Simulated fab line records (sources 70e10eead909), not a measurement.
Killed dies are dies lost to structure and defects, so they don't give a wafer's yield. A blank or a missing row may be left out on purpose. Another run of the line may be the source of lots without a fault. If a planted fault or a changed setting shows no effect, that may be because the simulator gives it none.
A struck lot beside a sound one	flow nand harc	17 steps out of a route of 1159
Sound: the wafers L407.1, L407.5, L407.6. Struck: wafers L411.1, L411.3. (L411.2 of the same lot was not struck and is left out.) The cause comes at the end.
Each step with rows lists, per side, the tool, then ch with its chambers, then its first start. Under that, the readings that differ: sound wafers	struck wafers	difference of the means	sigmas: that difference in standard deviations of wafers without a fault.
alike: readings whose means differ by less than 2 such deviations, and words and numbers that are the same on both sides. not compared: withheld readings, readings that some wafer has no value for, bounds like >300 that may hide the same value, and numbers for which the record gives no deviation and whose values overlap.
A row with sigmas, a row that says differs or no value, or rows on one side alone: a step with any of these is where the two part. Numbers that don't overlap but have no deviation are shown without sigmas and don't part them. A reading that every wafer of one side lacks parts them only if that side has two wafers or more.

NHARC_P_M1_INSPECT_11:
  sound: defect inspect-01 at day 7 21:07; struck: defect inspect-02 at day 9 06:52
  alike: raw defect count
then, 1 step without rows for these wafers: NHARC_P_M1_DESCUM_14 (chemistry O2, time 3 s).
NHARC_P_M1_ETCH_35: etches the open film in N2/H2, target depth 40 nm, overetch 12 nm, time 43.94 s.
  sound on rie diel-01 ch 0,1,2, day 7 21:16; struck on rie diel-01 ch 1,3, day 9 07:01
  alike: drypump motor current A, oes product au, rf vpp V, showerhead plenum p Torr, throttle valve pct
  not compared: rf hours counter h
NHARC_P_M1_ETCH_15: etches the open film in C4F8/Ar, target depth 182.5 nm, time 91.2 s.
  sound on rie diel-01 ch 0,1; struck on rie diel-01 ch 1,2
  alike: oes product au, rf vpp V
  not compared: rf hours counter h
NHARC_P_M1_CD_MEAS_16:
  sound: cd sem-01 at day 7 21:29; struck: cd sem-02 at day 9 07:14
  alike: cd nm
then, 3 steps without rows for these wafers: NHARC_P_M1_STRIP_18 (strips in N2/H2); NHARC_P_M1_ETCH_28 (etches the open film in CF4/N2, target depth 30 nm, time 72.99 s); NHARC_P_M1_STRIP_19 (strips in post etch residue remover, time 600 s).
NHARC_P_M1_DEGAS_29: time 60 s.
  sound: pvd sputter-03 at day 7 22:13; struck: pvd sputter-01 at day 9 07:56
  alike: heater power w
NHARC_P_M1_PRE_CLEAN_30: time 30 s.
  sound on pvd sputter-03; struck on pvd sputter-01
  alike: heater power w
NHARC_P_M1_PVD_20: deposits TaN, target thk 5 nm, time 8.06 s.
  sound on pvd sputter-03; struck on pvd sputter-01
  alike: throttle valve pct
then, 1 step without rows for these wafers: NHARC_P_M1_PVD_21 (deposits Cu, target thk 30 nm, time 20.49 s).
NHARC_P_M1_ECD_22: material Cu, target thk 400 nm.
  sound on ecd cu-01 ch 0,1, day 7 22:33; struck on ecd cu-01 ch 0,1, day 9 08:31
then, 1 step without rows for these wafers: NHARC_P_M1_ANNEAL_31 (time 90 s).
NHARC_P_M1_CMP_23: polishes, t overpolish 20 s, target thk 157.82 nm.
  sound on cmp-02 ch 0,1,3, day 7 23:22; struck on cmp-04 ch 0,1, day 9 09:16
reading	sound	struck	difference	sigmas
time to endpoint s (s)	26.0 26.5 24.7	10.8 12.4	-14.1	-6
  alike: motor current A
  not compared: pad life wafers
NHARC_P_M1_THK_MEAS_24: measures by xrf.
  sound: film metro-02 at day 7 23:37; struck: film metro-01 at day 9 09:35
  alike: thk nm
-- the record jumps here: 16 days lie between the struck wafers' starts before and after (it left off in module P_M1 and takes up again in module END, whose first step shown is number 1159 of the route) --
NHARC_END_SORT_01:
  only the struck wafers appear in the record here, on prober-01 ch 0 at day 24 22:05; the sound ones have no rows

== WHERE THEY PART ==
First at NHARC_P_M1_CMP_23; last, within this record, at NHARC_END_SORT_01.

WHY: the cause the simulator had injected
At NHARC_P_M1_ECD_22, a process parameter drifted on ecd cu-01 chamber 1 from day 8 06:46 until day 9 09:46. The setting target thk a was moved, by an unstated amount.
